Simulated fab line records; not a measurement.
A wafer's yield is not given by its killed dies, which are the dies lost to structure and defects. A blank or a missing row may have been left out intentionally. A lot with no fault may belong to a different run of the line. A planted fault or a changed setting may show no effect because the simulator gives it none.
fab line records	flow nand-harc
record: lots: 14	wafers: 39	last-day: 31
route steps=1302 shown A_SGD_CUT@908 A_SLIT@928 END@1302
lots untouched by any fault: they come from a run of this same line in which no faults occurred
start-h: hours from the record's first day to the start of the lot's first wafer shown	wait-h: time in hours since the lot's previous step	" unchanged from the row above	L1.1+2: a single row standing in for several wafers	- value missing, or start not given	* or withheld: withheld	< > ~ a bound
route shown NAME@n: names a module that has steps shown in the file, with the first one's number in the route	usual: mean/standard deviation taken from wafers without a fault	same: alike in all rows	chamber/n: place in a boat	sites: per-site readings	_std_site: the values' standard deviation	_edge_site: inner sites' mean taken away from outer sites' mean	radius-mm: for every site, how far away it sits from the centre of the wafer	mask NAME#n: copy n	behind: the most recent tool/chamber to have shaped the wafer	hold: reason for holding the lot/hours on hold/outcome of the hold	device: names the non-switching transistor (n, p or np)	end of line: the tests these same wafers got at the end of their route	a step without rows: its recipe alone	killed: not the wafer's yield, but the dies lost to structure and defects at the first sort	map: shows each die of a wafer: x if killed, . if not, _ if none is there
set.NAME: setting as actually run; set.NAME@STEP: the setting as run at that earlier step	model.NAME: the simulator's own value behind a step, which no gauge read
one table for each step of the route and one row for each wafer, over a sample of lots
services: the hour from which a tool's chamber was out of use, counted from the record's first day as start-h (under 0 if before that day), plus the number of hours and why
== steps ==
step: NHARC_A_SGD_CUT_ETCH_16
recipe: target-depth-a: 3105	time-s: 155.2	c4f8-flow-sccm: withheld	o2-flow-sccm: 8	ar-flow-sccm: withheld	rf-w: 600	bias-w: 800	chemistry: C4F8/O2/Ar
usual: oes-product-au: 0.975/0.011	rf-vpp-V: 722/4.7
lot.wafer	tool	chamber	start-h	wait-h	oes-product-au	rf-hours-counter-h	rf-vpp-V
L482.2	rie-diel-11	1	-	-	0.974	1	717
L482.6	"	3	"	"	0.989	-	716
L482.4	"	0	"	"	0.974	-	720
L483.1	rie-diel-10	2	-	-	0.973	2	720
L483.5	"	3	"	"	0.969	-	727
L483.6	"	0	"	"	0.969	-	732
L484.1	rie-diel-08	1	-	-	0.983	4	721
L484.3	"	2	"	"	0.963	4	724
L484.2	"	0	"	"	0.967	3	719
L486.1	rie-diel-08	1	-	-	0.979	6	720
L486.2	"	0	"	"	0.987	5	718
L486.6	"	2	"	"	0.993	-	723
L488.2	rie-diel-11	1	-	-	0.969	4	717
L488.4	"	2	"	"	0.983	2	727
L488.1	"	0	"	"	0.991	5	719
L487.2	rie-diel-08	0	-	-	0.959	5	718
L487.1	"	1	"	"	0.990	6	720
L487.6	"	0	"	"	0.972	-	716
L490.4	rie-diel-10	0	-	-	0.974	6	730
L490.1	"	2	"	"	0.949	6	720
L490.5	"	1	"	"	0.964	-	719
L494.4	rie-diel-10	0	-	-	0.989	6	730
L494.2	"	3	"	"	0.976	6	726
L494.6	"	1	"	"	0.977	-	718
L492.2	rie-diel-08	1	-	-	0.969	9	720
L492.1	"	3	"	"	0.973	8	730
L492.6	"	2	"	"	0.997	-	723
L495.3	rie-diel-08	0	-	-	0.974	2	719
L495.2	"	1	"	"	0.970	1	722
L495.1	"	2	"	"	0.992	1	723
L497.4	rie-diel-10	2	-	-	0.984	8	719
L497.3	"	3	"	"	0.966	9	726
L497.6	"	1	"	"	0.989	-	719
L498.2	rie-diel-11	3	-	-	0.963	14	717
L498.6	"	3	"	"	0.978	-	717
L500.1	rie-diel-08	3	-	-	0.988	3	730
L500.2	"	0	"	"	0.981	3	718
L499.1	rie-diel-08	2	-	-	0.978	3	723
L499.5	"	0	"	"	0.994	-	718
step: NHARC_A_SGD_CUT_CMP_21
recipe: target-thk-nm: 148.19
usual: motor-current-A: 11.8/0.66	time-to-endpoint-s: 50.9/2.7
lot.wafer	tool	chamber	start-h	wait-h	motor-current-A	time-to-endpoint-s
L482.4	cmp-04	3	454.24	0.4	11.3	49.9
L482.2	"	0	"	"	11.7	47.8
L482.6	"	0	"	"	11.6	49.6
L483.1	cmp-02	2	454.35	0.5	9.8	51.7
L483.5	"	2	"	"	10.4	51.7
L483.6	"	3	"	"	12.7	51.7
L484.2	cmp-01	1	459.13	0.4	11.3	47.6
L484.3	"	2	"	"	12.4	46.6
L484.1	"	0	"	"	12.1	49.5
L486.2	cmp-04	3	494.72	0.4	11.2	53.7
L486.1	"	0	"	"	11.8	48.6
L486.6	"	2	"	"	11.5	52.4
L488.4	cmp-02	0	494.72	0.4	11.8	50.2
L488.2	"	1	"	"	11.5	55.5
L488.1	"	2	"	"	10.3	47.1
L487.2	cmp-01	0	494.72	0.4	12.5	46.7
L487.1	"	1	"	"	11.3	49.1
L487.6	"	0	"	"	12.2	47.7
L490.4	cmp-04	2	538.21	0.4	11.7	53.5
L490.1	"	3	"	"	12.0	55.0
L490.5	"	2	"	"	12.6	54.2
L492.1	cmp-04	2	543.69	0.4	12.1	53.6
L492.2	"	0	"	"	10.9	51.5
L492.6	"	3	"	"	12.2	53.2
L494.2	cmp-01	0	543.71	0.4	12.5	47.4
L494.4	"	1	"	"	11.6	45.6
L494.6	"	0	"	"	12.0	46.0
L497.3	cmp-04	2	577.53	0.4	11.9	55.0
L497.4	"	3	"	"	11.0	53.2
L497.6	"	3	"	"	11.6	54.1
L495.3	cmp-01	2	577.56	0.4	12.2	50.1
L495.2	"	3	"	"	12.0	48.3
L495.1	"	0	"	"	11.9	53.1
L498.2	cmp-04	2	612.10	0.4	12.3	55.8
L498.6	"	0	"	"	10.8	53.6
L500.2	cmp-02	1	624.52	0.4	11.6	53.6
L500.1	"	3	"	"	12.3	52.5
L499.1	cmp-04	2	624.57	0.4	12.0	51.5
L499.5	"	3	"	"	11.6	52.9
step: NHARC_A_SGD_CUT_STRIP_28
recipe: time-s: 20	o2-flow-sccm: 500	ar-flow-sccm: 0	bias-w: 0	chemistry: O2
usual: drypump-motor-current-A: 5.7/0.49	oes-product-au: 1.001/0.0073	rf-vpp-V: 57.8/0.97	showerhead-plenum-p-Torr: 3.49/0.17	throttle-valve-pct: 17.035/0.0091
lot.wafer	tool	chamber	start-h	wait-h	drypump-motor-current-A	oes-product-au	rf-hours-counter-h	rf-vpp-V	showerhead-plenum-p-Torr	throttle-valve-pct
L482.2	rie-diel-11	1	454.88	0.1	5.6	0.989	0.9	56.6	3.30	17.055
L482.6	"	1	"	"	5.6	0.994	-	58.2	3.30	17.029
L482.4	"	0	"	"	4.9	1.001	-	56.9	3.42	17.025
L483.1	rie-diel-10	0	-	-	5.6	1.009	2.1	58.9	3.78	17.035
L483.6	"	0	"	"	5.6	0.996	-	57.6	3.78	17.036
L483.5	"	1	"	"	6.1	1.004	-	58.4	3.36	17.028
L484.1	rie-diel-08	3	-	-	6.4	0.999	4.5	57.7	3.74	17.038
L484.3	"	0	"	"	5.6	1.004	4.0	57.0	3.37	17.022
L484.2	"	1	"	"	5.4	1.001	4.8	57.6	3.44	17.049
L487.2	rie-diel-10	1	-	-	6.1	1.004	4.7	56.4	3.35	17.038
L487.1	"	0	"	"	5.6	1.001	4.6	58.4	3.78	17.028
L487.6	"	1	"	"	6.1	1.004	-	56.9	3.35	17.031
L486.2	rie-diel-08	1	-	-	5.4	1.007	6.5	56.9	3.44	17.043
L486.1	"	3	"	"	6.4	0.997	5.7	60.0	3.74	17.043
L486.6	"	1	"	"	5.4	1.008	-	57.8	3.44	17.029
L488.1	rie-diel-11	0	-	-	4.9	1.011	5.8	57.7	3.42	17.044
L488.4	"	1	"	"	5.6	0.993	4.6	56.4	3.30	17.046
L488.2	"	2	"	"	6.6	1.003	3.1	57.3	3.71	17.038
L490.1	rie-diel-08	2	-	-	5.3	1.011	7.4	56.2	3.55	17.037
L490.4	"	3	"	"	6.3	0.990	7.7	58.8	3.74	17.050
L490.5	"	3	"	"	6.3	0.988	-	57.1	3.74	17.039
L494.4	rie-diel-11	2	-	-	6.6	1.005	7.4	58.3	3.71	17.029
L494.2	"	3	"	"	5.4	1.010	10.4	57.1	3.30	17.043
L494.6	"	1	"	"	5.6	1.000	-	57.2	3.30	17.044
L492.1	rie-diel-08	1	-	-	5.4	1.013	9.0	57.7	3.44	17.027
L492.2	"	3	"	"	6.4	0.992	8.3	58.2	3.74	17.046
L492.6	"	1	"	"	5.4	1.004	-	58.7	3.44	17.026
L497.3	rie-diel-10	0	-	-	5.6	1.000	8.6	57.3	3.77	17.047
L497.4	"	2	"	"	6.1	0.989	8.1	56.7	3.44	17.038
L497.6	"	0	"	"	5.6	1.009	-	57.1	3.77	17.024
L495.3	rie-diel-11	1	-	-	5.6	1.010	10.4	57.4	3.30	17.045
L495.2	"	2	"	"	6.6	1.010	8.9	58.2	3.71	17.027
L495.1	"	3	"	"	5.4	1.000	11.8	57.3	3.30	17.035
L498.2	rie-diel-08	1	-	-	5.4	1.007	2.5	58.0	3.44	17.043
L498.6	"	0	"	"	5.7	1.002	-	57.2	3.37	17.044
L499.1	rie-diel-11	3	-	-	5.3	0.997	0.5	56.1	3.30	17.033
L499.5	"	0	"	"	4.9	1.005	-	56.9	3.42	17.037
L500.1	rie-diel-10	1	-	-	6.1	0.997	1.4	57.9	3.35	17.041
L500.2	"	3	"	"	6.3	1.000	1.6	59.6	3.61	17.029
step: NHARC_A_SLIT_SOFTBAKE_04
recipe: temp-c: 105	time-s: 55
usual: chill-plate-temp-C: 23.02/0.099	exhaust-pa: 44.8/0.84	heater-power-total-W: 188.45/0.13
lot.wafer	tool	chamber	start-h	wait-h	chill-plate-temp-C	exhaust-pa	heater-power-total-W
L482.2	litho-track-06	0	460	-	22.99	44.9	188.49
L482.4	"	0	"	"	22.88	44.1	188.39
L482.6	"	0	"	"	23.01	45.4	188.37
L483.1	litho-track-01	0	461	-	22.87	43.9	188.45
L483.5	"	0	"	"	22.99	45.2	188.65
L483.6	"	0	"	"	23.04	45.3	188.32
L484.1	litho-track-06	0	466	-	23.03	44.4	188.33
L484.2	"	0	"	"	23.06	44.3	188.65
L484.3	"	0	"	"	23.04	43.8	188.38
L486.1	litho-track-01	0	503	-	23.14	43.8	188.76
L486.2	"	0	"	"	23.23	44.8	188.28
L486.6	"	0	"	"	23.11	44.0	188.44
L487.1	litho-track-06	0	505	-	22.98	44.9	188.38
L487.2	"	0	"	"	23.19	45.3	188.46
L487.6	"	0	"	"	22.99	43.9	188.69
L488.1	litho-track-04	0	505	-	23.02	45.3	188.39
L488.2	"	0	"	"	23.05	46.1	188.32
L488.4	"	0	"	"	23.06	46.3	188.45
L490.1	litho-track-06	0	543	-	22.83	44.6	188.43
L490.4	"	0	"	"	22.99	43.6	188.56
L490.5	"	0	"	"	23.06	45.3	188.44
L492.1	litho-track-04	0	549	-	23.05	43.5	188.44
L492.2	"	0	"	"	23.10	43.6	188.35
L492.6	"	0	"	"	23.06	42.5	188.58
L494.2	litho-track-01	0	549	-	23.05	44.5	188.45
L494.4	"	0	"	"	23.01	44.1	188.48
L494.6	"	0	"	"	22.96	45.2	188.75
L497.3	litho-track-01	0	585	-	22.81	45.6	188.71
L497.4	"	0	"	"	22.98	44.5	188.36
L497.6	"	0	"	"	22.80	44.5	188.42
L495.1	litho-track-04	0	586	-	22.96	45.6	188.29
L495.2	"	0	"	"	23.12	46.8	188.56
L495.3	"	0	"	"	22.95	44.5	188.45
L498.2	litho-track-01	0	617	-	22.97	44.5	204.96
L498.6	"	0	"	"	23.12	44.3	188.42
L500.1	litho-track-01	0	629	-	23.06	43.4	205.11
L500.2	"	0	"	"	22.79	44.2	205.02
L499.1	litho-track-01	0	630	-	23.13	44.7	204.94
L499.5	"	0	"	"	23.13	45.2	188.69
step: NHARC_END_SORT_01
recipe: temp-c: 25
usual: killed-at-array: 56/19	killed-at-other: 1.0/1.5	killed-at-periphery: 3.4/2.4	killed-dies: 60/19	killed-open: 3.3/1.8	killed-short: 2.4/1.7
same: gross-dies: 677
lot.wafer	tool	chamber	start-h	wait-h	killed-at-array	killed-at-other	killed-at-periphery	killed-dies	killed-open	killed-short
L483.1	prober-01	0	569.75	2.5	28	2	2	32	5	2
L483.5	prober-01	0	572.94	3.7	26	4	5	35	5	6
L483.6	prober-01	0	573.74	4.0	16	2	2	20	3	0
L482.2	prober-02	0	570.59	2.8	34	0	1	35	4	1
L482.4	prober-02	0	572.22	3.5	29	0	0	29	2	2
L482.6	prober-02	0	573.86	4.1	38	1	3	42	4	2
L484.1	prober-02	0	581.69	2.5	89	0	1	90	1	0
L484.2	prober-02	0	582.48	2.8	107	0	4	111	3	1
L484.3	prober-02	0	583.27	3.1	79	2	3	84	2	1
L486.1	prober-01	0	615.24	2.5	68	0	2	70	2	2
L486.2	prober-01	0	616.05	2.8	66	0	1	67	5	2
L486.6	prober-01	0	619.28	4.0	66	0	0	66	2	1
L488.1	prober-02	0	631.70	2.5	45	3	6	54	5	3
L488.2	prober-02	0	632.49	2.8	36	1	7	44	2	1
L488.4	prober-02	0	634.06	3.4	39	2	2	43	2	1
L487.1	prober-01	0	631.76	2.5	74	1	4	79	4	4
L487.2	prober-01	0	632.56	2.8	83	0	7	90	5	0
L487.6	prober-01	0	635.72	4.0	73	0	8	81	3	1
L490.1	prober-01	0	652.66	2.5	49	1	6	56	2	2
L490.4	prober-01	0	655.08	3.4	51	0	10	61	6	3
L490.5	prober-01	0	655.88	3.7	38	0	7	45	1	2
L492.1	prober-02	0	659.65	2.5	78	0	5	83	6	5
L492.2	prober-02	0	660.46	2.8	83	0	0	83	4	2
L492.6	prober-02	0	663.69	4.0	79	0	1	80	6	1
L494.2	prober-01	0	661.29	2.8	50	0	3	53	4	7
L494.4	prober-01	0	662.87	3.4	52	0	3	55	2	4
L494.6	prober-01	0	664.45	4.0	46	0	3	49	3	4
L495.1	prober-01	0	696.09	2.6	94	0	7	101	4	4
L495.2	prober-01	0	696.89	2.8	88	0	1	89	2	1
L495.3	prober-01	0	697.69	3.1	86	0	4	90	4	3
L497.3	prober-02	0	697.60	3.1	55	0	3	58	2	4
L497.4	prober-02	0	698.38	3.4	46	0	2	48	3	0
L497.6	prober-02	0	699.96	3.9	54	0	2	56	2	5
L498.2	prober-01	0	724.70	2.8	27	1	7	35	3	4
L498.6	prober-01	0	727.83	3.9	35	1	5	41	2	0
L499.1	prober-02	0	747.18	2.5	45	0	1	46	1	2
L499.5	prober-02	0	750.33	3.7	38	0	4	42	3	4
killed by level:class
L483.1 A_CHANNEL_HOLE_D2:chamber-film-flake=9 A_CONTACT:chamber-film-flake=6 A_DECK1_JOINT:chamber-film-flake=2 THIN_TSV:chamber-film-flake=2 A_SOURCE_PLATE:geometric-particle:short=1 A_CHANNEL_FILL_D2:geometric-particle:open=1 A_STAIRCASE:geometric-particle:open=1 A_SGD_CUT:geometric-particle:open=1
L482.2 A_SLIT:chamber-film-flake=19 A_CHANNEL_HOLE_D2:chamber-film-flake=5 A_SOURCE_PLATE:geometric-particle:open=2 A_CHANNEL_HOLE_D1:chamber-film-flake=2 A_ONON_D2:geometric-particle:short=1 A_CHANNEL_HOLE_D2:geometric-particle:open=1 A_WL_FILL:geometric-particle:open=1 P_ZERO_WELL:chamber-film-flake=1
L482.4 A_SLIT:chamber-film-flake=14 A_CHANNEL_HOLE_D2:chamber-film-flake=6 A_CONTACT:chamber-film-flake=3 A_CHANNEL_HOLE_D2:geometric-particle:open=1 A_WL_FILL:geometric-particle:short=1 A_WL_FILL:geometric-particle:open=1 A_CONTACT:geometric-particle:short=1 A_ZERO_WELL:chamber-film-flake=1
L483.5 A_CHANNEL_HOLE_D2:chamber-film-flake=4 A_ZERO_WELL:chamber-film-flake=3 A_CHANNEL_HOLE_D1:chamber-film-flake=3 A_WL_FILL:chamber-film-flake=3 A_M0:geometric-particle:open=2 A_CONTACT:chamber-film-flake=2 THIN_TSV:chamber-film-flake=2 P_STI:geometric-particle:short=1
L483.6 A_CHANNEL_HOLE_D2:chamber-film-flake=3 A_STAIRCASE:chamber-film-flake=3 A_CONTACT:chamber-film-flake=3 A_ONON_D1:geometric-particle:open=2 A_CHANNEL_FILL_D1:chamber-film-flake=2 THIN_TSV:chamber-film-flake=2 A_WL_FILL:geometric-particle:open=1 P_STI:chamber-film-flake=1
L482.6 A_SLIT:chamber-film-flake=20 A_CHANNEL_HOLE_D2:chamber-film-flake=5 A_CHANNEL_FILL_D1:chamber-film-flake=3 A_CHANNEL_HOLE_D1:chamber-film-flake=2 P_CONTACT:geometric-particle:open=1 P_M0:geometric-particle:open=1 A_ONON_D1:geometric-particle:short=1 A_ONON_D1:geometric-particle:open=1
L484.1 A_CHANNEL_HOLE_D2:chamber-film-flake=34 A_CHANNEL_HOLE_D1:chamber-film-flake=31 A_SLIT:chamber-film-flake=19 A_CONTACT:chamber-film-flake=2 A_ONON_D1:geometric-particle:open=1 P_GATE:chamber-film-flake=1 A_ZERO_WELL:chamber-film-flake=1 A_STAIRCASE:chamber-film-flake=1
L484.2 A_CHANNEL_HOLE_D2:chamber-film-flake=44 A_CHANNEL_HOLE_D1:chamber-film-flake=33 A_SLIT:chamber-film-flake=15 A_STAIRCASE:chamber-film-flake=5 A_CONTACT:chamber-film-flake=4 A_WL_FILL:chamber-film-flake=3 P_GATE:geometric-particle:open=1 A_ONON_D1:geometric-particle:open=1
L484.3 A_CHANNEL_HOLE_D2:chamber-film-flake=32 A_CHANNEL_HOLE_D1:chamber-film-flake=27 A_SLIT:chamber-film-flake=16 P_GATE:chamber-film-flake=2 A_CONTACT:chamber-film-flake=2 A_M0:geometric-particle:open=1 P_ZERO_WELL:chamber-film-flake=1 STARTING-WAFER:geometric-particle:open=1
L486.1 A_SLIT:chamber-film-flake=29 A_CHANNEL_HOLE_D2:chamber-film-flake=27 A_STAIRCASE:chamber-film-flake=3 P_GATE:chamber-film-flake=2 A_CONTACT:chamber-film-flake=2 A_SOURCE_PLATE:geometric-particle:open=1 A_ONON_D2:geometric-particle:short=1 A_WL_FILL:geometric-particle:short=1
L486.2 A_CHANNEL_HOLE_D2:chamber-film-flake=30 A_SLIT:chamber-film-flake=22 A_CHANNEL_HOLE_D1:chamber-film-flake=4 A_ONON_D2:geometric-particle:open=2 A_CONTACT:chamber-film-flake=2 A_ONON_D1:geometric-particle:open=1 A_CHANNEL_FILL_D2:geometric-particle:short=1 A_CONTACT:geometric-particle:open=1
L486.6 A_CHANNEL_HOLE_D2:chamber-film-flake=33 A_SLIT:chamber-film-flake=23 A_STAIRCASE:chamber-film-flake=3 A_CONTACT:chamber-film-flake=3 A_CHANNEL_FILL_D1:geometric-particle:short=1 A_CHANNEL_FILL_D1:geometric-particle:open=1 A_DECK1_JOINT:geometric-particle:open=1 A_WL_FILL:chamber-film-flake=1
L488.1 A_SLIT:chamber-film-flake=24 A_CHANNEL_HOLE_D1:chamber-film-flake=3 A_CHANNEL_HOLE_D2:chamber-film-flake=3 THIN_TSV:chamber-film-flake=3 P_GATE:chamber-film-flake=2 A_STAIRCASE:chamber-film-flake=2 A_WL_FILL:chamber-film-flake=2 A_CONTACT:chamber-film-flake=2
L487.1 A_CHANNEL_HOLE_D1:chamber-film-flake=30 A_CHANNEL_HOLE_D2:chamber-film-flake=28 P_GATE:chamber-film-flake=4 A_CONTACT:chamber-film-flake=4 A_CHANNEL_FILL_D1:geometric-particle:short=2 A_M0:geometric-particle:open=2 A_CHANNEL_HOLE_D2:geometric-particle:open=1 A_CHANNEL_FILL_D2:geometric-particle:open=1
L488.2 A_SLIT:chamber-film-flake=20 A_CHANNEL_HOLE_D1:chamber-film-flake=5 A_CHANNEL_HOLE_D2:chamber-film-flake=4 P_GATE:chamber-film-flake=3 P_ZERO_WELL:chamber-film-flake=2 P_M1:geometric-particle:open=1 A_M0:geometric-particle:short=1 A_M0:geometric-particle:open=1
L487.2 A_CHANNEL_HOLE_D1:chamber-film-flake=39 A_CHANNEL_HOLE_D2:chamber-film-flake=33 P_GATE:chamber-film-flake=5 A_CONTACT:chamber-film-flake=3 A_M0:geometric-particle:open=2 A_SLIT:chamber-film-flake=2 A_STAIRCASE:chamber-film-flake=2 P_M0:geometric-particle:open=1
L488.4 A_SLIT:chamber-film-flake=21 A_CHANNEL_HOLE_D1:chamber-film-flake=4 A_DECK1_JOINT:chamber-film-flake=3 A_CHANNEL_HOLE_D2:chamber-film-flake=3 P_ZERO_WELL:chamber-film-flake=2 A_BONDPAD:chamber-film-flake=2 THIN_TSV:chamber-film-flake=2 A_ONON_D1:geometric-particle:short=1
L487.6 A_CHANNEL_HOLE_D1:chamber-film-flake=32 A_CHANNEL_HOLE_D2:chamber-film-flake=29 P_GATE:chamber-film-flake=5 A_CONTACT:chamber-film-flake=5 P_M0:chamber-film-flake=2 A_STAIRCASE:chamber-film-flake=2 P_CONTACT:geometric-particle:open=1 A_ONON_D1:geometric-particle:open=1
L490.1 A_CHANNEL_HOLE_D2:chamber-film-flake=28 A_CHANNEL_HOLE_D1:chamber-film-flake=10 P_GATE:chamber-film-flake=3 A_M0:geometric-particle:open=2 A_STAIRCASE:chamber-film-flake=2 A_CONTACT:chamber-film-flake=2 A_BLC:chamber-film-flake=2 P_M0:geometric-particle:short=1
L490.4 A_CHANNEL_HOLE_D2:chamber-film-flake=23 A_CHANNEL_HOLE_D1:chamber-film-flake=10 P_GATE:chamber-film-flake=6 A_CONTACT:chamber-film-flake=4 A_M0:geometric-particle:open=3 P_BONDPAD:chamber-film-flake=3 A_STAIRCASE:chamber-film-flake=3 P_GATE:geometric-particle:short=1
L490.5 A_CHANNEL_HOLE_D2:chamber-film-flake=24 A_CHANNEL_HOLE_D1:chamber-film-flake=5 P_GATE:chamber-film-flake=3 A_BLC:chamber-film-flake=3 P_M2:chamber-film-flake=2 P_BONDPAD:chamber-film-flake=2 A_CHANNEL_FILL_D1:geometric-particle:open=1 A_SGD_CUT:geometric-particle:short=1
L492.1 A_CHANNEL_HOLE_D1:chamber-film-flake=33 A_SLIT:chamber-film-flake=28 A_STAIRCASE:chamber-film-flake=5 A_CONTACT:chamber-film-flake=3 A_WL_FILL:geometric-particle:short=2 A_M0:geometric-particle:open=2 P_GATE:geometric-particle:open=1 P_GATE:geometric-particle:short=1
L492.2 A_CHANNEL_HOLE_D1:chamber-film-flake=31 A_SLIT:chamber-film-flake=22 A_CONTACT:chamber-film-flake=7 A_STAIRCASE:chamber-film-flake=5 A_DECK1_JOINT:chamber-film-flake=4 A_CHANNEL_HOLE_D2:chamber-film-flake=4 A_CHANNEL_FILL_D2:chamber-film-flake=2 A_DECK1_JOINT:geometric-particle:open=1
L494.2 A_CHANNEL_HOLE_D1:chamber-film-flake=29 A_STAIRCASE:chamber-film-flake=5 A_DECK1_JOINT:chamber-film-flake=3 P_M0:geometric-particle:open=2 A_CHANNEL_FILL_D2:geometric-particle:short=2 A_ONON_D1:geometric-particle:open=1 A_CHANNEL_FILL_D1:geometric-particle:short=1 A_CHANNEL_FILL_D1:geometric-particle:open=1
L494.4 A_CHANNEL_HOLE_D1:chamber-film-flake=39 A_CONTACT:chamber-film-flake=3 A_CHANNEL_FILL_D2:geometric-particle:short=2 A_STAIRCASE:chamber-film-flake=2 P_STI:geometric-particle:open=1 A_SOURCE_PLATE:geometric-particle:open=1 A_ONON_D1:geometric-particle:short=1 A_M0:geometric-particle:short=1
L492.6 A_CHANNEL_HOLE_D1:chamber-film-flake=38 A_SLIT:chamber-film-flake=19 A_STAIRCASE:chamber-film-flake=6 A_CONTACT:chamber-film-flake=4 A_CHANNEL_HOLE_D2:chamber-film-flake=3 A_CHANNEL_FILL_D2:chamber-film-flake=2 A_CHANNEL_HOLE_D1:geometric-particle:open=1 A_CHANNEL_FILL_D1:geometric-particle:open=1
L494.6 A_CHANNEL_HOLE_D1:chamber-film-flake=30 A_CONTACT:chamber-film-flake=3 A_WL_FILL:geometric-particle:short=2 P_BONDPAD:chamber-film-flake=2 A_SLIT:chamber-film-flake=2 A_STAIRCASE:chamber-film-flake=2 P_M0:geometric-particle:open=1 A_DECK1_JOINT:geometric-particle:short=1
L495.1 A_CHANNEL_HOLE_D1:chamber-film-flake=31 A_SLIT:chamber-film-flake=20 A_CONTACT:chamber-film-flake=16 A_STAIRCASE:chamber-film-flake=9 A_CHANNEL_HOLE_D2:chamber-film-flake=8 A_ZERO_WELL:chamber-film-flake=2 P_STI:chamber-film-flake=2 P_M1:chamber-film-flake=2
L495.2 A_CHANNEL_HOLE_D1:chamber-film-flake=29 A_SLIT:chamber-film-flake=24 A_CONTACT:chamber-film-flake=18 A_CHANNEL_HOLE_D2:chamber-film-flake=7 A_STAIRCASE:chamber-film-flake=3 A_ONON_D1:geometric-particle:open=1 A_CHANNEL_HOLE_D1:geometric-particle:open=1 A_WL_FILL:geometric-particle:short=1
L497.3 A_CHANNEL_HOLE_D1:chamber-film-flake=36 A_WL_FILL:chamber-film-flake=4 A_SLIT:chamber-film-flake=3 A_CHANNEL_FILL_D2:chamber-film-flake=3 A_STAIRCASE:chamber-film-flake=2 A_CONTACT:chamber-film-flake=2 P_STI:geometric-particle:short=1 P_M0:geometric-particle:short=1
L495.3 A_CHANNEL_HOLE_D1:chamber-film-flake=33 A_SLIT:chamber-film-flake=18 A_CHANNEL_HOLE_D2:chamber-film-flake=14 A_CONTACT:chamber-film-flake=9 A_STAIRCASE:chamber-film-flake=5 A_ONON_D1:geometric-particle:open=2 A_WL_FILL:geometric-particle:short=2 P_M0:geometric-particle:open=1
L497.4 A_CHANNEL_HOLE_D1:chamber-film-flake=26 A_WL_FILL:chamber-film-flake=6 A_CHANNEL_FILL_D2:chamber-film-flake=4 A_CONTACT:chamber-film-flake=4 P_ZERO_WELL:chamber-film-flake=2 A_DECK1_JOINT:chamber-film-flake=2 A_ONON_D1:geometric-particle:open=1 A_CHANNEL_FILL_D1:geometric-particle:open=1
L497.6 A_CHANNEL_HOLE_D1:chamber-film-flake=33 A_WL_FILL:chamber-film-flake=4 A_SLIT:chamber-film-flake=3 A_ONON_D1:geometric-particle:short=2 A_DECK1_JOINT:chamber-film-flake=2 A_CONTACT:chamber-film-flake=2 P_M2:geometric-particle:open=1 A_DECK1_JOINT:geometric-particle:short=1
L498.2 A_SLIT:chamber-film-flake=15 A_CHANNEL_HOLE_D1:chamber-film-flake=3 P_BONDPAD:chamber-film-flake=2 P_GATE:geometric-particle:open=1 P_M1:geometric-particle:open=1 A_SOURCE_PLATE:geometric-particle:short=1 A_ONON_D2:geometric-particle:short=1 A_CHANNEL_FILL_D2:geometric-particle:short=1
L498.6 A_SLIT:chamber-film-flake=18 A_CHANNEL_HOLE_D1:chamber-film-flake=9 P_BONDPAD:chamber-film-flake=5 A_CONTACT:chamber-film-flake=5 A_ONON_D2:geometric-particle:open=1 A_BLC:geometric-particle:open=1 A_ZERO_WELL:chamber-film-flake=1 THIN_TSV:chamber-film-flake=1
L499.1 A_SLIT:chamber-film-flake=24 A_CHANNEL_HOLE_D1:chamber-film-flake=6 A_CONTACT:chamber-film-flake=6 A_M0:chamber-film-flake=3 A_CHANNEL_FILL_D1:chamber-film-flake=2 A_ONON_D2:geometric-particle:short=1 A_SGD_CUT:geometric-particle:open=1 A_CONTACT:geometric-particle:short=1
L499.5 A_SLIT:chamber-film-flake=22 A_CHANNEL_HOLE_D1:chamber-film-flake=9 P_M0:geometric-particle:open=2 A_STAIRCASE:chamber-film-flake=2 P_STI:geometric-particle:short=1 P_GATE:geometric-particle:open=1 A_CHANNEL_FILL_D1:geometric-particle:short=1 A_CHANNEL_HOLE_D2:geometric-particle:short=1
== services ==
tool	chamber	start-h	hours	kind
rie-diel-11	-	433.11	9.0	pm
rie-diel-11	2	442.22	32.9	repair
rie-diel-10	3	445.59	1.3	repair
cmp-04	-	455.41	1.4	repair
rie-diel-11	1	481.83	6.2	repair
cmp-01	-	482.54	4.0	pm
cmp-04	-	500.70	1.5	repair
rie-diel-08	2	502.04	13.8	repair
cmp-04	-	503.00	4.0	pm
litho-track-01	-	505.00	7.0	pm
rie-diel-08	0	516.57	7.3	repair
litho-track-06	-	529.00	7.0	pm
rie-diel-10	-	541.25	0.4	repair
rie-diel-08	-	544.88	9.0	pm
cmp-04	-	550.98	0.8	repair
cmp-01	-	557.29	2.6	repair
cmp-04	-	581.27	1.5	repair
rie-diel-11	2	585.21	2.0	repair
rie-diel-11	1	594.15	10.2	repair
rie-diel-10	-	596.50	9.0	pm
cmp-04	-	601.00	4.0	pm
rie-diel-11	-	610.42	9.0	pm
rie-diel-08	-	615.74	0.9	repair
rie-diel-11	0	627.77	4.4	repair
== key ==
first-sign: step: NHARC_A_SLIT_SOFTBAKE_04	reading: heater-power-total-W	direction: up	sigmas: 99+	usual: *	struck: *
effect none on later readings
met-at NHARC_A_SLIT_SOFTBAKE_04
struck-lots L498,L499,L500
struck-wafers L498.2,L499.1,L500.1,L500.2
sort-left-out L500.1,L500.2
tester-left-out L498,L499,L500
not-acting-at NHARC_A_SGD_CUT_ETCH_16,NHARC_A_SGD_CUT_CMP_21,NHARC_A_SGD_CUT_STRIP_28
onset-between 585 617
fault: kind: process-parameter-drift	tool: litho-track-01	chamber: -	onset-h: 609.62	steps: NHARC_A_SLIT_SOFTBAKE_04	channel: time-s	offset: *	shape: step	end-h: 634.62	scope: struck-wafers-only	acts-in: *	stated: *
tester-left-out: of these lots the tester's yield and bins aren't shown, on N5 and GAA mostly nor the transistor test; their killed dies are dies lost to structure and defects alone, not to doping, threshold or leakage, so they don't give the yield
sort-left-out: the simulated sort isn't trusted on such a fault, so these wafers' sort isn't shown, and their yield isn't known
